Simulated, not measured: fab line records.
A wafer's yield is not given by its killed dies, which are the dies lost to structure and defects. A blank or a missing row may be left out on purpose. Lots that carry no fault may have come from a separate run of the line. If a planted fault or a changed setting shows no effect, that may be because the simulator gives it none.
The tool behind it: which one? || flow n5Finfet || 33 wafers from 11 lots sampled at 6 of the route's 1938 steps

## WHAT THE GAUGES SHOWED, per wafer
N5_BEOL_M6_THK_MEAS_01.
{"lot": "L237", "measured": "day 9 00:18", "on": "filmMetro-01", "M6_ILD_THK (nm)": "154.8 160.0 157.6"}
{"lot": "L240", "measured": "day 9 03:21", "on": "filmMetro-02", "M6_ILD_THK (nm)": "156.3 153.6 154.0"}
{"lot": "L241", "measured": "day 9 15:05", "on": "filmMetro-02", "M6_ILD_THK (nm)": "154.2 159.6 157.6"}
{"lot": "L242", "measured": "day 9 16:32", "on": "filmMetro-02", "M6_ILD_THK (nm)": "150.7 154.7 153.2"}
{"lot": "L244", "measured": "day 10 07:01", "on": "filmMetro-02", "M6_ILD_THK (nm)": "157.2 157.9 158.2"}
{"lot": "L246", "measured": "day 10 11:49", "on": "filmMetro-02", "M6_ILD_THK (nm)": "153.6 155.2 155.0"}
{"lot": "L250", "measured": "day 12 10:56", "on": "filmMetro-02", "M6_ILD_THK (nm)": "158.3 159.9 159.0"}
{"lot": "L253", "measured": "day 12 19:48", "on": "filmMetro-01", "M6_ILD_THK (nm)": "151.0 153.3 152.9"}
{"lot": "L256", "measured": "day 13 10:47", "on": "filmMetro-01", "M6_ILD_THK (nm)": "155.3 153.9 156.8"}
{"lot": "L258", "measured": "day 13 21:01", "on": "filmMetro-01", "M6_ILD_THK (nm)": "151.7 154.4 155.0"}
{"lot": "L259", "measured": "day 14 06:29", "on": "filmMetro-02", "M6_ILD_THK (nm)": "155.8 157.4 157.7"}

N5_BEOL_M6_CD_MEAS_11: the cd target is 38.5 nm.
{"lot": "L237", "measured": "day 9 03:17", "on": "cdSem-02", "cdNm (nm)": "38.8 38.7 39.0"}
{"lot": "L240", "measured": "day 9 04:19", "on": "cdSem-02", "cdNm (nm)": "39.1 38.5 37.9"}
{"lot": "L241", "measured": "day 9 15:34", "on": "cdSem-01", "cdNm (nm)": "38.2 37.9 38.1"}
{"lot": "L242", "measured": "day 9 18:04", "on": "cdSem-03", "cdNm (nm)": "38.5 39.5 38.9"}
{"lot": "L244", "measured": "day 10 07:29", "on": "cdSem-01", "cdNm (nm)": "39.0 38.3 38.7"}
{"lot": "L246", "measured": "day 10 13:22", "on": "cdSem-01", "cdNm (nm)": "38.6 37.8 37.6"}
{"lot": "L250", "measured": "day 12 13:23", "on": "cdSem-01", "cdNm (nm)": "41.5 40.8 41.1"}
{"lot": "L253", "measured": "day 12 21:31", "on": "cdSem-02", "cdNm (nm)": "41.2 39.5 39.9"}
{"lot": "L256", "measured": "day 13 12:21", "on": "cdSem-03", "cdNm (nm)": "39.1 38.9 38.2"}
{"lot": "L258", "measured": "day 13 23:01", "on": "cdSem-03", "cdNm (nm)": "38.8 38.7 38.5"}
{"lot": "L259", "measured": "day 14 08:16", "on": "cdSem-02", "cdNm (nm)": "38.1 37.8 37.8"}

N5_BEOL_M6_INSPECT_13: inspects for defects (brightfield).
{"lot": "L237", "measured": "day 9 03:20", "on": "defectInspect-01", "rawDefectCount": "476 366 465"}
{"lot": "L240", "measured": "day 9 04:22", "on": "defectInspect-02", "rawDefectCount": "482 606 431"}
{"lot": "L241", "measured": "day 9 15:37", "on": "defectInspect-02", "rawDefectCount": "433 513 336"}
{"lot": "L242", "measured": "day 9 18:07", "on": "defectInspect-01", "rawDefectCount": "412 346 354"}
{"lot": "L244", "measured": "day 10 07:32", "on": "defectInspect-02", "rawDefectCount": "395 389 401"}
{"lot": "L246", "measured": "day 10 13:26", "on": "defectInspect-02", "rawDefectCount": "345 333 434"}
{"lot": "L250", "measured": "day 12 13:26", "on": "defectInspect-01", "rawDefectCount": "369 395 361"}
{"lot": "L253", "measured": "day 12 21:34", "on": "defectInspect-01", "rawDefectCount": "387 268 473"}
{"lot": "L256", "measured": "day 13 12:24", "on": "defectInspect-02", "rawDefectCount": "490 339 449"}
{"lot": "L258", "measured": "day 13 23:04", "on": "defectInspect-02", "rawDefectCount": "322 292 348"}
{"lot": "L259", "measured": "day 14 08:19", "on": "defectInspect-01", "rawDefectCount": "270 335 323"}

N5_BEOL_M6_CD_MEAS_18: pitch 80 nm, target cd 40 nm.
{"lot": "L237", "measured": "day 9 03:52", "on": "cdSem-01", "cdNm (nm)": "40.6 40.9 39.8"}
{"lot": "L240", "measured": "day 9 05:40", "on": "cdSem-01", "cdNm (nm)": "40.9 40.5 39.1"}
{"lot": "L241", "measured": "day 9 16:56", "on": "cdSem-02", "cdNm (nm)": "39.2 39.1 39.7"}
{"lot": "L242", "measured": "day 9 19:20", "on": "cdSem-02", "cdNm (nm)": "39.3 41.0 39.9"}
{"lot": "L244", "measured": "day 10 08:06", "on": "cdSem-02", "cdNm (nm)": "40.2 39.4 39.9"}
{"lot": "L246", "measured": "day 10 13:59", "on": "cdSem-02", "cdNm (nm)": "40.4 39.5 39.6"}
{"lot": "L250", "measured": "day 12 14:18", "on": "cdSem-03", "cdNm (nm)": "42.8 42.7 42.2"}
{"lot": "L253", "measured": "day 12 22:06", "on": "cdSem-02", "cdNm (nm)": "42.6 40.9 40.9"}
{"lot": "L256", "measured": "day 13 12:54", "on": "cdSem-03", "cdNm (nm)": "39.9 40.8 39.4"}
{"lot": "L258", "measured": "day 13 23:44", "on": "cdSem-02", "cdNm (nm)": "41.0 40.1 39.5"}
{"lot": "L259", "measured": "day 14 08:53", "on": "cdSem-02", "cdNm (nm)": "40.2 39.7 39.5"}

## TOOL THAT RAN EACH LOT (tool first, then ch and the chambers of the sampled wafers, then the start)
{"lot": "L237", "N5_BEOL_M5_ANNEAL_51": "rtpAnneal-01 ch 0, day 8 22:22", "N5_BEOL_M6_EXPOSE_08": "arfiScanner-02 ch 0, day 9 03:10"}
{"lot": "L240", "N5_BEOL_M5_ANNEAL_51": "rtpAnneal-01 ch 0, day 9 01:51", "N5_BEOL_M6_EXPOSE_08": "arfiScanner-03 ch 0, day 9 04:11"}
{"lot": "L241", "N5_BEOL_M5_ANNEAL_51": "rtpAnneal-01 ch 0, day 9 13:34", "N5_BEOL_M6_EXPOSE_08": "arfiScanner-03 ch 0, day 9 15:26"}
{"lot": "L242", "N5_BEOL_M5_ANNEAL_51": "rtpAnneal-01 ch 0, day 9 14:28", "N5_BEOL_M6_EXPOSE_08": "arfiScanner-02 ch 0, day 9 17:56"}
{"lot": "L244", "N5_BEOL_M5_ANNEAL_51": "rtpAnneal-01 ch 0, day 10 05:25", "N5_BEOL_M6_EXPOSE_08": "arfiScanner-03 ch 0, day 10 07:22"}
{"lot": "L246", "N5_BEOL_M5_ANNEAL_51": "rtpAnneal-01 ch 0, day 10 10:22", "N5_BEOL_M6_EXPOSE_08": "arfiScanner-03 ch 0, day 10 13:15"}
{"lot": "L250", "N5_BEOL_M5_ANNEAL_51": "rtpAnneal-01 ch 0, day 12 09:23", "N5_BEOL_M6_EXPOSE_08": "arfiScanner-02 ch 0, day 12 13:15"}
{"lot": "L253", "N5_BEOL_M5_ANNEAL_51": "rtpAnneal-01 ch 0, day 12 18:19", "N5_BEOL_M6_EXPOSE_08": "arfiScanner-02 ch 0, day 12 21:24"}
{"lot": "L256", "N5_BEOL_M5_ANNEAL_51": "rtpAnneal-01 ch 0, day 13 09:16", "N5_BEOL_M6_EXPOSE_08": "arfiScanner-03 ch 0, day 13 12:13"}
{"lot": "L258", "N5_BEOL_M5_ANNEAL_51": "rtpAnneal-02 ch 0, day 13 19:03", "N5_BEOL_M6_EXPOSE_08": "arfiScanner-01 ch 0, day 13 22:53"}
{"lot": "L259", "N5_BEOL_M5_ANNEAL_51": "rtpAnneal-02 ch 0, day 14 04:58", "N5_BEOL_M6_EXPOSE_08": "arfiScanner-03 ch 0, day 14 08:08"}
- N5_BEOL_M5_ANNEAL_51: time 90 s.
- N5_BEOL_M6_EXPOSE_08: exposes mask M6.

## WHAT THE TOOLS THEMSELVES READ (means of the sampled wafers that have a number; where no wafer has one, the mark that the record gives instead)
N5_BEOL_M5_ANNEAL_51.
{"lot": "L237", "tool": "rtpAnneal-01", "wafer_temp_C_max": 226.3}
{"lot": "L240", "tool": "rtpAnneal-01", "wafer_temp_C_max": 226.3}
{"lot": "L241", "tool": "rtpAnneal-01", "wafer_temp_C_max": 226.2}
{"lot": "L242", "tool": "rtpAnneal-01", "wafer_temp_C_max": 225.8}
{"lot": "L244", "tool": "rtpAnneal-01", "wafer_temp_C_max": 226.1}
{"lot": "L246", "tool": "rtpAnneal-01", "wafer_temp_C_max": 225.7}
{"lot": "L250", "tool": "rtpAnneal-01", "wafer_temp_C_max": 225.7}
{"lot": "L253", "tool": "rtpAnneal-01", "wafer_temp_C_max": 225.9}
{"lot": "L256", "tool": "rtpAnneal-01", "wafer_temp_C_max": 226.1}
{"lot": "L258", "tool": "rtpAnneal-02", "wafer_temp_C_max": 226.6}
{"lot": "L259", "tool": "rtpAnneal-02", "wafer_temp_C_max": 226.8}

N5_BEOL_M6_EXPOSE_08.
{"lot": "L237", "tool": "arfiScanner-02", "exposureDoseMJCm2": 68.23}
{"lot": "L240", "tool": "arfiScanner-03", "exposureDoseMJCm2": 68.17}
{"lot": "L241", "tool": "arfiScanner-03", "exposureDoseMJCm2": 68.33}
{"lot": "L242", "tool": "arfiScanner-02", "exposureDoseMJCm2": 68.18}
{"lot": "L244", "tool": "arfiScanner-03", "exposureDoseMJCm2": 68.21}
{"lot": "L246", "tool": "arfiScanner-03", "exposureDoseMJCm2": 68.27}
{"lot": "L250", "tool": "arfiScanner-02", "exposureDoseMJCm2": 71.41}
{"lot": "L253", "tool": "arfiScanner-02", "exposureDoseMJCm2": 70.73}
{"lot": "L256", "tool": "arfiScanner-03", "exposureDoseMJCm2": 68.21}
{"lot": "L258", "tool": "arfiScanner-01", "exposureDoseMJCm2": 68.15}
{"lot": "L259", "tool": "arfiScanner-03", "exposureDoseMJCm2": 68.31}

## THE ANSWER, worked out from the rows above alone
Rule: the lots themselves supply what counts as usual. The widest of any qualifying gaps counts: lots, ordered by their means at a reading, are off when they make up no more than a third of the lots, leave a main group of 4 or more, and stand apart from it by 3 or more times the standard deviation of that group's means. A main group whose means are all the same, to the digits that the tables above print for the reading, isn't used. Also off: a lot with no number at a reading for which 4 or more lots have one. Any other lot the step has rows for is counted as sound. After the gauges, taken in route order, come the tools' own readings; for these a lot's mean is taken, as printed above. The first step at which some lot is off is used, and at that step the reading that is off furthest; a lot without a number counts as furthest.
Off at N5_BEOL_M6_CD_MEAS_11 (cdNm): L250, L253. For the main group the mean is 38.5 nm and the standard deviation 0.37.
If a tool, at a process step before that reading, ran all the lots that are off and no sound lot after the first of them, it fits. Not tried: the gauges at N5_BEOL_M6_CD_MEAS_11; whatever is off there is also off at N5_BEOL_M6_EXPOSE_08, on other tools, and gauge error can't account for it. One fits: N5_BEOL_M6_EXPOSE_08 on arfiScanner-02. A fault onset in the window from L242 (day 9 17:56, its last sound lot) to L250 (day 12 13:15, its first lot off) fits.
On the lots that are off, the tool's own readings at N5_BEOL_M6_EXPOSE_08 differ by more than 5 times the standard deviation of the sound lots' means, which bears it out; exposureDoseMJCm2 reads 71.07 there versus 68.23 on the sound lots.

## WHAT THE SIMULATOR HAD PUT IN
Drift in process parameters on arfiScanner-02 at N5_BEOL_M6_EXPOSE_08, starting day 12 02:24. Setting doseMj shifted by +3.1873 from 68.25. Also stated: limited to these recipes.
Lots struck among those shown: L250, L253. The rule above found the same.
